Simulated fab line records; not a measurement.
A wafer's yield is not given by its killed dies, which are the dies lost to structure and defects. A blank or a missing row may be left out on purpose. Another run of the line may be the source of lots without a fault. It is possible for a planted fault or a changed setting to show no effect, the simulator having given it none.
Chamber matching | flow n5-finfet | N5_PASSIVATION_PECVD_01 on pecvd-01 has 3 sister chambers
The step deposits SiNx from SiH4/NH3/N2, target thk 200 nm, time 43.2 s. 14 wafers are shown with their chamber, then 7 later ones without.

== WAFERS, EACH WITH ITS CHAMBER ==
wafer  | chamber | throttle-valve-pct (%) | showerhead-plenum-p-Torr (Torr) | heater-power-w (W)
L195.1 | 2       | 26.9                   | 8.71                            | 410
L195.2 | 0       | 29.9                   | 8.61                            | 522
L195.5 | 0       | 29.5                   | 8.62                            | 538
L198.2 | 2       | 26.7                   | 8.71                            | 405
L198.3 | 1       | 27.9                   | 8.77                            | 278
L198.6 | 1       | 27.6                   | 8.79                            | 286
L197.1 | 0       | 30.0                   | 8.63                            | 506
L197.3 | 2       | 26.6                   | 8.70                            | 451
L197.6 | 2       | 26.6                   | 8.72                            | 452
L200.2 | 2       | 26.8                   | 8.73                            | 423
L200.5 | 1       | 28.0                   | 8.75                            | 282
L200.6 | 0       | 29.7                   | 8.62                            | 493
L199.1 | 2       | 26.9                   | 8.74                            | 391
L199.2 | 1       | 27.8                   | 8.78                            | 243

SIGNATURES (averages over the wafers above)
reading                  | chamber 0 | chamber 1 | chamber 2 | scatter within a chamber
throttle-valve-pct       | 29.775    | 27.825    | 26.750    | 0.173
showerhead-plenum-p-Torr | 8.6200    | 8.7725    | 8.7183    | 0.014
heater-power-w           | 514.75    | 272.25    | 422.00    | 22.3
Rule: distance of a wafer from a chamber = root of the sum over the readings of ((wafer's reading minus chamber's mean) / reading's scatter) squared. The wafer belongs to the nearest chamber; if the next one is less than 2 further off, it can't be placed. The scatter is the square root of a quotient: the sum, over the shown wafers, of each reading's squared deviation from its chamber's mean, divided by wafers minus chambers.

== WAFERS WITH NO CHAMBER GIVEN ==
wafer  | throttle-valve-pct (%) | showerhead-plenum-p-Torr (Torr) | heater-power-w (W)
L199.6 | 30.1                   | 8.63                            | 494
L203.4 | 27.7                   | 8.77                            | 321
L203.5 | 30.2                   | 8.62                            | 508
L203.6 | 27.0                   | 8.70                            | 437
L216.1 | 29.9                   | 8.62                            | 468
L216.3 | 26.9                   | 8.72                            | 450
L216.6 | 30.1                   | 8.61                            | 464

== CHAMBER TAKEN BY EACH ==
wafer  | from the rows above | in truth
L199.6 | 0                   | 0
L203.4 | 1                   | 1
L203.5 | 0                   | 0
L203.6 | 2                   | 2
L216.1 | 0                   | 0
L216.3 | 2                   | 2
L216.6 | 0                   | 0
Correct placement for 7 of the 7. Can't be placed from these rows: 0. Number placed wrongly: 0.
